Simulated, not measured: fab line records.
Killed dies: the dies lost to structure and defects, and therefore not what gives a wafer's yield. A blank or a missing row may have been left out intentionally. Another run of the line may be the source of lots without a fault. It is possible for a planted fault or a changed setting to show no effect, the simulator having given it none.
Which tool is to blame? ; flow n5-finfet ; 10 lots with 26 wafers sampled at 7 steps, on a route of 1938 steps

WHAT EACH GAUGE READ, for each wafer
N5_DUMMY_GATE_INSPECT_27: inspects for defects (brightfield).
lot;measured;on;raw-defect-count
L536;day 3 03:58;defect-inspect-02;247 293 257
L541;day 4 06:26;defect-inspect-01;291 222 263
L542;day 4 11:26;defect-inspect-01;321 260 187
L545;day 5 07:17;defect-inspect-02;400 414 335
L546;day 5 13:55;defect-inspect-01;342 336 270
L547;day 5 22:24;defect-inspect-01;273 251 370
L548;day 6 03:58;defect-inspect-01;248 259
L551;day 6 18:39;defect-inspect-02;234 443
L557;day 8 07:28;defect-inspect-02;251 246
L559;day 8 17:37;defect-inspect-01;324 318

N5_SD_EPI_N_OVL_MEAS_10.
lot;measured;on;SD_N_BLK_OVL (nm)
L536;day 3 05:00;overlay-02;-0.4 -0.2 -0.4
L541;day 4 07:35;overlay-01;-0.6 -0.5 1.5
L542;day 4 12:28;overlay-01;0.0 -0.3 -0.2
L545;day 5 08:19;overlay-01;1.0 0.5 0.0
L546;day 5 14:49;overlay-01;0.6 2.1 0.9
L547;day 5 23:26;overlay-01;0.0 -0.3 -1.2
L548;day 6 05:03;overlay-01;0.7 1.1
L551;day 6 19:42;overlay-02;1.4 0.2
L557;day 8 08:30;overlay-02;0.3 0.6
L559;day 8 19:09;overlay-01;1.3 2.0

N5_SD_EPI_N_EPI_MEAS_23.
lot;measured;on;thk-nm (nm)
L536;day 3 09:12;film-metro-01;59.5 61.0 59.0
L541;day 4 11:48;film-metro-01;58.5 60.4 59.0
L542;day 4 15:55;film-metro-02;59.0 59.6 58.9
L545;day 5 12:31;film-metro-01;61.9 60.1 60.5
L546;day 5 19:01;film-metro-01;45.7 46.6 58.9
L547;day 6 03:37;film-metro-02;46.8 46.0 60.9
L548;day 6 09:07;film-metro-02;60.4 61.1
L551;day 6 23:29;film-metro-02;59.6 58.1
L557;day 8 12:17;film-metro-02;58.6 57.3
L559;day 8 22:37;film-metro-02;58.1 58.7

N5_SD_EPI_N_INSPECT_26: inspects for defects (darkfield).
lot;measured;on;raw-defect-count
L536;day 3 09:53;defect-inspect-01;161 168 163
L541;day 4 12:23;defect-inspect-01;211 271 284
L542;day 4 16:52;defect-inspect-01;254 193 147
L545;day 5 13:04;defect-inspect-01;265 281 307
L546;day 5 19:34;defect-inspect-02;187 204 182
L547;day 6 04:52;defect-inspect-01;237 176 232
L548;day 6 09:40;defect-inspect-02;126 194
L551;day 7 00:06;defect-inspect-02;146 252
L557;day 8 12:55;defect-inspect-01;247 155
L559;day 8 23:17;defect-inspect-02;230 230

N5_SD_ACTIVATION_RS_MEAS_03: the measuring method here is four-point-probe.
lot;measured;on;RS_SD_N (ohm/sq);RS_SD_P (ohm/sq)
L536;day 3 14:56;film-metro-01;22.3 21.9 22.5;57.1 57.3 57.2
L541;day 4 17:56;film-metro-01;21.7 22.2 22.1;58.2 56.8 57.6
L542;day 4 21:32;film-metro-02;22.2 22.0 22.1;56.2 56.6 56.3
L545;day 5 17:49;film-metro-01;21.4 21.4 21.1;55.8 55.3 55.2
L546;day 6 00:24;film-metro-02;28.4 28.1 21.8;55.9 55.9 56.3
L547;day 6 10:29;film-metro-02;27.4 27.6 21.1;55.9 55.8 56.3
L548;day 6 14:19;film-metro-01;21.4 21.3;54.6 55.5
L551;day 7 05:34;film-metro-02;22.0 22.0;54.9 54.4
L557;day 8 17:33;film-metro-01;21.6 22.1;55.0 55.5
L559;day 9 03:59;film-metro-02;22.3 22.4;55.3 55.8

N5_BEOL_M4_RC_MEAS_101.
lot;measured;on;DIBL_N (mV/V);DIBL_P (mV/V);IOFF_N (nA/um);IOFF_P (nA/um);ION_N (uA/um);ION_P (uA/um);REXT_N (ohm.um);RS_SD_N (ohm/sq);SS_N (mV/dec);SS_P (mV/dec);VT_N (mV);VT_P (mV)
L536;day 8 10:38;prober-01;34.2 35.1 32.4;34.7 37.1 30.0;0.12 0.13 0.09;0.16 0.19 0.10;667 674 647;455 463 440;78.7 78.4 76.5;28.9 28.6 28.8;70.9 71.0 70.4;72.1 72.9 71.1;253 252 260;-255 -254 -262
L541;day 9 15:44;prober-02;36.2 35.3 36.0;37.7 36.1 37.1;0.19 0.17 0.16;0.27 0.24 0.24;680 671 668;476 462 467;75.6 74.8 75.8;28.4 28.8 29.0;71.6 70.7 71.7;73.3 73.0 74.0;245 249 251;-245 -247 -249
L542;day 9 21:05;prober-01;37.5 34.3 36.0;38.7 35.8 36.9;0.20 0.14 0.16;0.24 0.20 0.20;692 654 671;466 450 457;75.7 76.8 75.8;28.8 28.6 28.5;72.0 71.6 72.1;74.6 73.7 73.9;246 253 251;-251 -252 -249
L545;day 10 18:16;prober-01;38.5 42.5 39.5;37.3 43.5 39.5;0.19 0.31 0.23;0.25 0.40 0.30;694 705 695;466 483 477;72.7 72.6 72.1;27.5 27.6 27.1;72.3 72.5 72.6;73.6 75.3 73.9;247 241 247;-248 -241 -245
L546;day 11 12:47;prober-02;36.9 37.3 37.2;37.6 38.7 40.4;0.17 0.16 0.22;0.21 0.23 0.25;659 664 709;452 466 475;86.1 87.3 78.2;36.4 36.6 28.3;71.5 71.2 71.3;73.4 74.4 73.4;248 248 243;-252 -249 -247
L547;day 11 20:53;prober-01;33.9 39.3 36.5;32.6 38.4 35.0;0.10 0.18 0.14;0.14 0.21 0.17;648 656 657;448 446 454;85.5 85.4 76.8;35.3 35.7 27.5;70.2 72.4 71.5;73.1 73.8 72.4;258 253 254;-258 -252 -255
L548;day 11 18:34;prober-02;33.5 37.1;34.2 38.5;0.13 0.20;0.19 0.26;665 674;461 464;75.6 74.0;27.8 27.4;71.0 72.0;72.3 73.7;251 246;-248 -246
L551;day 13 03:30;prober-01;38.2 37.5;39.8 38.9;0.20 0.18;0.25 0.24;684 670;468 459;73.8 74.1;28.3 28.6;72.4 72.2;73.7 73.6;249 249;-249 -251
L557;day 14 06:13;prober-02;38.1 36.0;37.4 34.1;0.16 0.12;0.24 0.16;648 654;447 448;76.8 76.0;27.7 28.6;71.6 71.5;74.0 72.8;252 256;-250 -254
L559;day 15 04:48;prober-01;40.2 42.3;42.9 44.0;0.23 0.28;0.29 0.33;669 702;456 471;80.3 76.8;29.2 29.2;72.3 73.4;74.7 75.0;248 242;-247 -243

WHICH TOOL RAN EACH LOT (tool, then ch and the chambers of the sampled wafers, then the start)
lot;N5_SD_EPI_N_EPI_21
L536;epi-rpcvd-02 ch 0, day 3 06:55
L541;epi-rpcvd-02 ch 0, day 4 09:31
L542;epi-rpcvd-01 ch 0, day 4 14:45
L545;epi-rpcvd-01 ch 0, day 5 10:59
L546;epi-rpcvd-01 ch 0, day 5 16:44
L547;epi-rpcvd-01 ch 0, day 6 01:21
L548;epi-rpcvd-04 ch 0, day 6 06:50
L551;epi-rpcvd-04 ch 0, day 6 22:18
L557;epi-rpcvd-04 ch 0, day 8 10:34
L559;epi-rpcvd-02 ch 0, day 8 21:43
- N5_SD_EPI_N_EPI_21: deposits Si:P, time 690 s.

WHAT THE TOOLS THEMSELVES READ (means of the sampled wafers that have a number; where no wafer has one, the mark that the record gives instead)
N5_SD_EPI_N_EPI_21.
lot;tool;susceptor_temp_C_max
L536;epi-rpcvd-02;681.2
L541;epi-rpcvd-02;680.4
L542;epi-rpcvd-01;681.2
L545;epi-rpcvd-01;681.5
L546;epi-rpcvd-01;681.3
L547;epi-rpcvd-01;681.3
L548;epi-rpcvd-04;681.2
L551;epi-rpcvd-04;680.9
L557;epi-rpcvd-04;680.9
L559;epi-rpcvd-02;681.1

THE ANSWER, worked out from the rows above alone
Rule: what is usual is taken from the lots themselves. Put in order of their means at a reading, lots are off if they are a third of the lots or fewer, leave a main group of 4 or more, and stand apart from it by a gap of 3 or more times the standard deviation of the main group's means; of several such gaps the widest counts. If all means in a main group match to the digits the tables above print for the reading, that group is not used. A lot without any number at a reading at which 4 lots or more have one is off too. The other lots that the step has rows for count as sound. Order of review: gauges by route order, followed by the tools' own readings, for which a lot's mean as printed above is used. At the first step where some lot is off, the reading lying furthest off is the one used; lots without a number count as furthest.
Off at N5_SD_EPI_N_EPI_MEAS_23 (thk-nm): L546, L547. Main group: mean 59.4 nm, sd 0.97.
If a tool, at a process step before that reading, ran all the lots that are off and no sound lot after the first of them, it fits. The gauges at N5_SD_EPI_N_EPI_MEAS_23 aren't tried: what is off there is off at N5_BEOL_M4_RC_MEAS_101 too, on other tools, and a gauge's error can't cause that. One fits: epi-rpcvd-01 at N5_SD_EPI_N_EPI_21. A fault onset in the window from L545 (day 5 10:59, its last sound lot) to L546 (day 5 16:44, its first lot off) fits.

WHAT THE SIMULATOR HAD INSERTED
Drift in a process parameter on epi-rpcvd-01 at N5_SD_EPI_N_EPI_21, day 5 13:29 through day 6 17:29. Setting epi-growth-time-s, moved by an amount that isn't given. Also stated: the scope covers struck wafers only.
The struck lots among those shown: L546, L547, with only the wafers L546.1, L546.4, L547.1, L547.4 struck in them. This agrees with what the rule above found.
